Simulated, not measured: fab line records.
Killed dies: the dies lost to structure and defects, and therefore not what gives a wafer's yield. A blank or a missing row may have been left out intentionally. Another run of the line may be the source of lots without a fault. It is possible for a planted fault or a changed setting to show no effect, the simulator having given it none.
fab line records | flow nandHarc
record: lots: 12 | wafers: 36 | lastDay: 24
route steps=1159 shown A_STAIRCASE@700 END@1159
lots with no fault: from the same line, run without faults
startH: hours from the record's opening day to when the first of the lot's shown wafers began | waitH: hours since the lot's step before | " unchanged from the row above | L1.1+2: a row that stands for several wafers | - no value, or no start was given | * or withheld: withheld | < > ~ a bound
route shown NAME@n: a module of which the file shows steps, and the number in the route of the first | usual: mean/standard deviation taken from wafers without a fault | same: alike in all rows | chamber/n: place in a boat | sites: the reading at each site | _std_site: the values' standard deviation | _edge_site: mean of outer sites minus mean of inner sites | radiusMm: how far each site lies from the wafer's centre | mask NAME#n: copy n | behind: the tool/chamber that last shaped the wafer | hold: why the lot was held/for how many hours/how that ended | device: whichever transistor did not switch (one of n, p or np) | end of line: the route-end tests of the same wafers | for a step that has no rows: nothing shown but its recipe | killed: at the first sort, the dies lost to defects and structure; wafer yield is something else | map: dies across one wafer; x = killed, . = not, _ = none there
set.NAME: the run value of the setting; set.NAME@STEP: its run value at that earlier step | model.NAME: the simulator's own value behind a step, which no gauge read
a sample of lots followed through the steps of the route, with each step as a table and each wafer as a row
services: from which hour (startH, from the record's first day; less than 0 if before it) a tool's chamber was out of use, for how many hours, and why
== steps ==
step: NHARC_A_STAIRCASE_STRIP_476
recipe: timeS: 20 | o2FlowSccm: 500 | arFlowSccm: 0 | biasW: 0 | chemistry: O2
usual: chamberPressureMTorr: 60.00/0.053 | drypumpMotorCurrentA: 5.7/0.59 | oesProductAu: 1.000/0.0084 | rfVppV: 57.8/0.93 | showerheadPlenumPTorr: 3.56/0.16 | throttleValvePct: 17.037/0.0085
same: biasW: 0
lot.wafer | tool       | chamber | startH | waitH | chamberPressureMTorr | drypumpMotorCurrentA | oesProductAu | rfHoursCounterH | rfVppV | showerheadPlenumPTorr | throttleValvePct
L990.1    | rieDiel-02 | 2       | 280.29 | 0.1   | 60.13                | 6.3                  | 0.987        | 35              | 57.9   | 3.57                  | 17.022
L990.3    | "          | 3       | "      | "     | 60.02                | 5.4                  | 0.990        | 45              | 58.3   | 3.29                  | 17.048
L990.6    | "          | 1       | "      | "     | 59.96                | 5.3                  | 1.007        | -               | 57.2   | 3.63                  | 17.051
L989.1    | rieDiel-02 | 0       | 286.60 | 0.1   | 60.08                | 5.7                  | 0.991        | 46              | 57.6   | 3.78                  | 17.032
L989.3    | "          | 2       | "      | "     | 60.09                | 6.3                  | 1.008        | 37              | 58.9   | 3.57                  | 17.047
L989.6    | "          | 1       | "      | "     | 59.93                | 5.3                  | 0.996        | -               | 57.8   | 3.62                  | 17.034
L992.2    | rieDiel-07 | 1       | 291.74 | 0.1   | 60.00                | 4.8                  | 0.995        | 20              | 56.1   | 3.58                  | 17.031
L992.4    | "          | 3       | "      | "     | 59.99                | 5.8                  | 0.997        | 19              | 57.3   | 3.32                  | 17.038
L992.6    | "          | 1       | "      | "     | 59.99                | 4.8                  | 0.988        | -               | 58.0   | 3.58                  | 17.040
L994.1    | rieDiel-07 | 0       | 297.87 | 0.3   | 59.91                | 4.8                  | 0.999        | 21              | 59.3   | 3.80                  | 17.028
L994.4    | "          | 2       | "      | "     | 60.01                | 5.1                  | 0.997        | 22              | 57.0   | 3.55                  | 17.037
L994.6    | "          | 0       | "      | "     | 60.00                | 4.7                  | 0.991        | -               | 58.4   | 3.80                  | 17.035
L995.2    | rieDiel-02 | 2       | 318.10 | 0.1   | 59.94                | 6.3                  | 0.985        | 48              | 58.1   | 3.56                  | 17.038
L995.4    | "          | 1       | "      | "     | 59.99                | 5.3                  | 0.997        | 61              | 57.1   | 3.62                  | 17.028
L995.6    | "          | 2       | "      | "     | 60.02                | 6.3                  | 0.993        | -               | 57.3   | 3.56                  | 17.016
L997.4    | rieDiel-08 | 0       | 324.72 | 0.1   | 60.02                | 5.9                  | 1.009        | 5               | 57.3   | 3.64                  | 17.044
L997.2    | "          | 1       | "      | "     | 60.02                | 6.4                  | 1.009        | 5               | 57.7   | 3.61                  | 17.031
L997.5    | "          | 0       | "      | "     | 60.06                | 5.9                  | 0.999        | -               | 58.6   | 3.64                  | 17.028
L998.1    | rieDiel-08 | 1       | 325.21 | 0.1   | 59.92                | 6.5                  | 1.010        | 5               | 57.1   | 3.61                  | 17.035
L998.5    | "          | 3       | "      | "     | 60.05                | 6.3                  | 1.020        | -               | 57.5   | 3.62                  | 17.047
L998.6    | "          | 0       | "      | "     | 59.94                | 5.9                  | 1.005        | -               | 58.9   | 3.64                  | 17.054
L999.4    | rieDiel-08 | 0       | 336.90 | 0.2   | 59.97                | 6.0                  | 0.999        | 10              | 59.3   | 3.64                  | 17.044
L999.2    | "          | 1       | "      | "     | 59.98                | 6.5                  | 1.003        | 12              | 56.7   | 3.61                  | 17.037
L999.1    | "          | 2       | "      | "     | 60.03                | 6.3                  | 1.007        | 14              | 58.7   | 3.31                  | 17.038
L106.2    | rieDiel-02 | 1       | 373.30 | 0.1   | 60.01                | 5.3                  | 0.997        | 12              | 55.8   | 3.61                  | 17.032
L106.3    | "          | 2       | "      | "     | 60.00                | 6.3                  | 0.986        | 11              | 57.6   | 3.55                  | 17.044
L106.6    | "          | 0       | "      | "     | 60.06                | 5.7                  | 0.995        | -               | 58.1   | 3.76                  | 17.042
L108.2    | rieDiel-07 | 2       | 386.20 | 0.1   | 59.96                | 5.1                  | 1.006        | 57              | 59.3   | 3.53                  | 17.038
L108.3    | "          | 3       | "      | "     | 59.97                | 5.8                  | 1.002        | 54              | 57.7   | 3.30                  | 17.029
L108.5    | "          | 3       | "      | "     | 59.91                | 5.8                  | 1.006        | -               | 56.7   | 3.30                  | 17.033
L110.1    | rieDiel-08 | 1       | 386.37 | 0.1   | 60.06                | 6.5                  | 1.002        | 30              | 59.7   | 3.60                  | 17.044
L110.4    | "          | 0       | "      | "     | 60.10                | 6.0                  | 1.010        | 27              | 57.5   | 3.63                  | 17.046
L110.6    | "          | 1       | "      | "     | 60.01                | 6.5                  | 1.010        | -               | 56.8   | 3.60                  | 17.023
L109.4    | rieDiel-08 | 1       | 392.53 | 0.1   | 60.05                | 6.5                  | 1.005        | 33              | 58.3   | 3.59                  | 17.043
L109.1    | "          | 2       | "      | "     | 60.13                | 6.3                  | 0.996        | 35              | 57.9   | 3.30                  | 17.042
L109.2    | "          | 3       | "      | "     | 60.00                | 6.3                  | 1.013        | 32              | 57.6   | 3.60                  | 17.042
step: NHARC_A_STAIRCASE_DEP_151
recipe: targetThkA: 38000 | tempC: 400 | targetThkNm: 3800 | teosFlowSccm: 200 | rfW: 500 | material: SiO2
usual: heaterPowerW: 672/82
lot.wafer | tool     | chamber | startH | waitH | heaterPowerW
L990.1    | pecvd-02 | 2       | 295.13 | 0.5   | 701
L990.3    | "        | 0       | "      | "     | 806
L990.6    | "        | 2       | "      | "     | 589
L992.2    | pecvd-02 | 1       | 301.34 | 0.5   | 753
L992.4    | "        | 0       | "      | "     | 690
L992.6    | "        | 1       | "      | "     | 643
L989.3    | pecvd-01 | 1       | 301.37 | 0.5   | 755
L989.1    | "        | 2       | "      | "     | 799
L989.6    | "        | 1       | "      | "     | 599
L994.1    | pecvd-02 | 0       | 309.98 | 0.4   | 885
L994.4    | "        | 0       | "      | "     | 711
L994.6    | "        | 2       | "      | "     | 599
L995.2    | pecvd-01 | 1       | 329.97 | 0.5   | 737
L995.4    | "        | 0       | "      | "     | 585
L995.6    | "        | 2       | "      | "     | 741
L998.1    | pecvd-03 | 2       | 339.62 | 1.1   | 727
L998.6    | "        | 2       | "      | "     | 579
L998.5    | "        | 0       | "      | "     | 602
L997.2    | pecvd-01 | 2       | 339.76 | 1.2   | 893
L997.4    | "        | 1       | "      | "     | 595
L997.5    | "        | 2       | "      | "     | 739
L999.2    | pecvd-01 | 2       | 351.52 | 0.5   | 879
L999.1    | "        | 0       | "      | "     | 571
L999.4    | "        | 0       | "      | "     | 587
L106.2    | pecvd-01 | 1       | 385.40 | 0.4   | 640
L106.3    | "        | 0       | "      | "     | 638
L106.6    | "        | 1       | "      | "     | 613
L110.1    | pecvd-03 | 1       | 395.78 | 0.4   | 732
L110.6    | "        | 1       | "      | "     | 608
L110.4    | "        | 0       | "      | "     | 583
L108.2    | pecvd-02 | 1       | 395.78 | 0.4   | 739
L108.3    | "        | 2       | "      | "     | 751
L108.5    | "        | 2       | "      | "     | 643
L109.1    | pecvd-01 | 2       | 406.19 | 0.4   | 838
L109.2    | "        | 1       | "      | "     | 698
L109.4    | "        | 0       | "      | "     | 574
step: NHARC_A_STAIRCASE_DEP_322
recipe: targetThkA: 38000 | tempC: 400 | targetThkNm: 3800 | teosFlowSccm: 200 | rfW: 500 | material: SiO2
usual: heaterPowerW: 665/76
lot.wafer | tool     | chamber | startH | waitH | heaterPowerW
L990.3    | pecvd-01 | 0       | 304.28 | 0.1   | 691
L990.1    | "        | 2       | "      | "     | 768
L990.6    | "        | 1       | "      | "     | 595
L992.2    | pecvd-03 | 1       | 308.33 | 0.1   | 684
L992.4    | "        | 2       | "      | "     | 575
L992.6    | "        | 0       | "      | "     | 571
L989.3    | pecvd-02 | 0       | 308.34 | 0.1   | 807
L989.1    | "        | 1       | "      | "     | 685
L989.6    | "        | 0       | "      | "     | 691
L994.1    | pecvd-03 | 0       | 317.93 | 0.2   | 708
L994.6    | "        | 0       | "      | "     | 591
L994.4    | "        | 1       | "      | "     | 606
L995.2    | pecvd-01 | 1       | 339.09 | 0.3   | 694
L995.4    | "        | 2       | "      | "     | 723
L995.6    | "        | 0       | "      | "     | 576
L997.2    | pecvd-01 | 2       | 349.19 | 0.2   | 872
L997.5    | "        | 1       | "      | "     | 592
L997.4    | "        | 2       | "      | "     | 734
L998.1    | pecvd-03 | 0       | 349.28 | 0.3   | 724
L998.5    | "        | 2       | "      | "     | 557
L998.6    | "        | 0       | "      | "     | 595
L999.2    | pecvd-01 | 1       | 359.41 | 0.2   | 630
L999.1    | "        | 2       | "      | "     | 801
L999.4    | "        | 1       | "      | "     | 610
L106.2    | pecvd-03 | 1       | 393.17 | 0.1   | 681
L106.3    | "        | 0       | "      | "     | 677
L106.6    | "        | 0       | "      | "     | 581
L110.1    | pecvd-03 | 1       | 403.18 | 0.1   | 724
L110.4    | "        | 1       | "      | "     | 590
L110.6    | "        | 2       | "      | "     | 574
L108.3    | pecvd-01 | 0       | 403.29 | 0.2   | 722
L108.2    | "        | 1       | "      | "     | 706
L108.5    | "        | 1       | "      | "     | 597
L109.2    | pecvd-02 | 0       | 417.74 | 0.1   | 779
L109.1    | "        | 2       | "      | "     | 772
L109.4    | "        | 2       | "      | "     | 636
step: NHARC_A_STAIRCASE_STRIP_475
recipe: timeS: 20 | o2FlowSccm: 500 | arFlowSccm: 0 | biasW: 0 | chemistry: O2
usual: biasW: 0/0 | chamberPressureMTorr: 60.00/0.05 | drypumpMotorCurrentA: 5.5/0.6 | oesProductAu: 0.998/0.0079 | rfVppV: 57.9/0.95 | showerheadPlenumPTorr: 3.59/0.15 | throttleValvePct: 17.037/0.0099
lot.wafer | tool       | chamber | startH | waitH | biasW | chamberPressureMTorr | drypumpMotorCurrentA | oesProductAu | rfHoursCounterH | rfVppV | showerheadPlenumPTorr | throttleValvePct
L990.1    | rieDiel-07 | 1       | 323.37 | -     | 0     | 59.97                | 4.8                  | 0.990        | 33              | 57.4   | 3.57                  | 17.040
L990.3    | "          | 2       | "      | "     | 0     | 59.94                | 5.1                  | 0.995        | 33              | 57.7   | 3.55                  | 17.040
L990.6    | "          | 0       | "      | "     | 0     | 59.98                | 4.8                  | 0.991        | -               | 57.4   | 3.79                  | 17.047
L989.1    | rieDiel-07 | 2       | 329.97 | -     | 0     | 60.03                | 5.1                  | 0.985        | 36              | 57.1   | 3.54                  | 17.035
L989.3    | "          | 3       | "      | "     | 0     | 60.08                | 5.8                  | 1.003        | 33              | 56.7   | 3.31                  | 17.041
L989.6    | "          | 2       | "      | "     | 0     | 59.97                | 5.1                  | 1.000        | -               | 58.2   | 3.55                  | 17.047
L992.4    | rieDiel-07 | 2       | 330.04 | -     | 0     | 60.00                | 5.1                  | 0.995        | 36              | 58.1   | 3.55                  | 17.039
L992.2    | "          | 3       | "      | "     | 0     | 60.04                | 5.8                  | 1.010        | 33              | 56.4   | 3.32                  | 17.051
L992.6    | "          | 0       | "      | "     | 0     | 59.86                | 4.8                  | 0.999        | -               | 59.6   | 3.79                  | 17.032
L994.4    | rieDiel-07 | 2       | 342.50 | -     | 0     | 60.01                | 5.0                  | 0.992        | 43              | 59.4   | 3.54                  | 17.052
L994.1    | "          | 3       | "      | "     | 0     | 59.96                | 5.8                  | 1.002        | 40              | 56.3   | 3.31                  | 17.042
L994.6    | "          | 1       | "      | "     | 0     | 60.03                | 4.8                  | 0.999        | -               | 56.3   | 3.56                  | 17.042
L995.4    | rieDiel-02 | 1       | 358.72 | -     | -     | -                    | -                    | -            | -               | -      | -                     | -
L995.2    | "          | 2       | "      | "     | -     | -                    | -                    | -            | -               | -      | -                     | -
L995.6    | "          | 0       | "      | "     | -     | -                    | -                    | -            | -               | -      | -                     | -
L998.1    | rieDiel-07 | 2       | 371.83 | 0.2   | -     | -                    | -                    | -            | -               | -      | -                     | -
L998.6    | "          | 0       | "      | "     | -     | -                    | -                    | -            | -               | -      | -                     | -
L998.5    | "          | 3       | "      | "     | -     | -                    | -                    | -            | -               | -      | -                     | -
L997.4    | rieDiel-08 | 3       | 371.98 | -     | 0     | 60.03                | 6.4                  | 1.009        | 25              | 57.7   | 3.61                  | 17.044
L997.2    | "          | 2       | "      | "     | 0     | 60.00                | 6.3                  | 1.011        | 27              | 56.1   | 3.30                  | 17.033
L997.5    | "          | 3       | "      | "     | 0     | 60.02                | 6.4                  | 1.008        | -               | 57.2   | 3.61                  | 17.044
L999.4    | rieDiel-08 | 0       | 384.72 | -     | 0     | 60.03                | 6.0                  | 0.991        | 27              | 56.8   | 3.63                  | 17.032
L999.2    | "          | 2       | "      | "     | 0     | 60.01                | 6.3                  | 1.006        | 33              | 56.7   | 3.30                  | 17.034
L999.1    | "          | 3       | "      | "     | 0     | 59.94                | 6.3                  | 1.001        | 30              | 56.3   | 3.61                  | 17.043
L106.2    | rieDiel-02 | 1       | 412.23 | -     | 0     | 59.99                | 5.3                  | 0.986        | 23              | 57.0   | 3.60                  | 17.030
L106.3    | "          | 3       | "      | "     | 0     | 60.03                | 5.4                  | 1.001        | 24              | 58.1   | 3.79                  | 17.030
L106.6    | "          | 1       | "      | "     | 0     | 60.01                | 5.2                  | 0.991        | -               | 57.6   | 3.60                  | 17.043
L110.1    | rieDiel-07 | 0       | 429.65 | -     | 0     | 60.06                | 4.8                  | 0.996        | 7               | 57.9   | 3.77                  | 17.045
L110.4    | "          | 2       | "      | "     | 0     | 59.99                | 5.1                  | 1.003        | 6               | 57.8   | 3.53                  | 17.022
L110.6    | "          | 0       | "      | "     | 0     | 60.05                | 4.8                  | 1.000        | -               | 58.1   | 3.77                  | 17.053
L108.3    | rieDiel-08 | 2       | 429.89 | -     | 0     | 59.95                | 6.3                  | 1.002        | 49              | 57.0   | 3.29                  | 17.036
L108.2    | "          | 3       | "      | "     | 0     | 59.96                | 6.3                  | 1.009        | 47              | 58.8   | 3.60                  | 17.042
L108.5    | "          | 0       | "      | "     | 0     | 59.95                | 6.0                  | 1.006        | -               | 57.9   | 3.62                  | 17.040
L109.4    | rieDiel-07 | 0       | 441.84 | -     | 0     | 60.08                | 4.7                  | 0.993        | 11              | 57.2   | 3.77                  | 17.047
L109.1    | "          | 1       | "      | "     | 0     | 60.02                | 4.7                  | 1.009        | 11              | 57.6   | 3.55                  | 17.040
L109.2    | "          | 2       | "      | "     | 0     | 60.01                | 5.1                  | 1.017        | 11              | 56.5   | 3.52                  | 17.029
step: NHARC_END_SORT_01
recipe: tempC: 25
usual: killedAtArray: 26/9.9 | killedAtOther: 0.8/1 | killedAtPeriphery: 2.8/2.2 | killedDies: 29/9.9 | killedOpen: 3.2/1.8 | killedShort: 2.1/1.4
same: grossDies: 677
lot.wafer | tool      | chamber | startH | waitH | killedAtArray | killedAtOther | killedAtPeriphery | killedDies | killedOpen | killedShort
L998.1    | prober-02 | 0       | 504.44 | 2.5   | 43            | 0             | 1                 | 44         | 3          | 1
L998.5    | prober-02 | 0       | 507.66 | 3.7   | 30            | 2             | 2                 | 34         | 0          | 1
L998.6    | prober-02 | 0       | 508.46 | 4.0   | 31            | 0             | 3                 | 34         | 4          | 0
killed by level:class
L998.1 A_CHANNEL_HOLE_D1:chamberFilmFlake=17 A_SLIT:chamberFilmFlake=14 A_SGD_CUT:chamberFilmFlake=4 A_CONTACT:chamberFilmFlake=2 A_ONON_D1:geometricParticle:short=1 A_BLC:geometricParticle:open=1 A_M0:geometricParticle:open=1 A_M1:geometricParticle:open=1
L998.5 A_CHANNEL_HOLE_D1:chamberFilmFlake=12 A_SLIT:chamberFilmFlake=6 A_STAIRCASE:chamberFilmFlake=3 A_SGD_CUT:chamberFilmFlake=3 P_STI:chamberFilmFlake=2 A_ZERO_WELL:chamberFilmFlake=2 THIN_TSV:chamberFilmFlake=2 A_M0:geometricParticle:short=1
L998.6 A_SLIT:chamberFilmFlake=12 A_CHANNEL_HOLE_D1:chamberFilmFlake=10 A_SGD_CUT:chamberFilmFlake=3 A_CONTACT:chamberFilmFlake=2 P_CONTACT:geometricParticle:open=1 A_CHANNEL_HOLE_D1:geometricParticle:open=1 A_BLC:geometricParticle:open=1 A_M1:geometricParticle:open=1
== services ==
tool       | chamber | startH | hours | kind
pecvd-02   | 1       | 262.67 | 10.2  | repair
rieDiel-07 | 0       | 262.68 | -     | clean
rieDiel-07 | 1       | 262.68 | -     | clean
rieDiel-07 | 2       | 262.68 | -     | clean
rieDiel-07 | 3       | 262.68 | -     | clean
pecvd-03   | -       | 276.12 | 1.2   | repair
rieDiel-07 | 0       | 287.18 | -     | clean
pecvd-03   | -       | 292.25 | 13.0  | pm
rieDiel-02 | -       | 327.77 | 9.0   | pm
pecvd-02   | -       | 334.07 | 13.0  | pm
rieDiel-02 | 3       | 338.36 | 6.1   | repair
pecvd-01   | 2       | 362.14 | 21.4  | repair
rieDiel-07 | 1       | 371.43 | 2.3   | repair
pecvd-03   | 0       | 373.80 | 4.0   | repair
rieDiel-07 | -       | 406.41 | 9.0   | pm
pecvd-03   | 0       | 417.01 | 3.6   | repair
pecvd-01   | -       | 418.18 | 13.0  | pm
pecvd-01   | 0       | 418.18 | 13.0  | ventCycle
pecvd-01   | 1       | 418.18 | 13.0  | ventCycle
pecvd-01   | 2       | 418.18 | 13.0  | ventCycle
rieDiel-02 | 0       | 429.35 | 9.5   | repair
pecvd-01   | 0       | 431.18 | -     | clean
pecvd-01   | 1       | 431.18 | -     | clean
pecvd-01   | 2       | 431.18 | -     | clean
== key ==
firstSign: step: NHARC_A_STAIRCASE_STRIP_475 | reading: toolRecord | direction: missing
effect none on later readings
metAt NHARC_A_STAIRCASE_STRIP_475
struckLots L995,L998
testerLeftOut L995,L998
notActingAt NHARC_A_STAIRCASE_STRIP_476,NHARC_A_STAIRCASE_DEP_151,NHARC_A_STAIRCASE_DEP_322
onsetBetween 342.50 358.72
fault: kind: skippedStepWhole | tool: rieDiel-02,rieDiel-07 | chamber: - | onsetH: 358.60 | steps: NHARC_A_STAIRCASE_STRIP_475 | scope: struckLotsOnly
testerLeftOut: of these lots the tester's yield and bins aren't shown, on N5 and GAA mostly nor the transistor test; their killed dies are dies lost to structure and defects alone, not to doping, threshold or leakage, so they don't give the yield
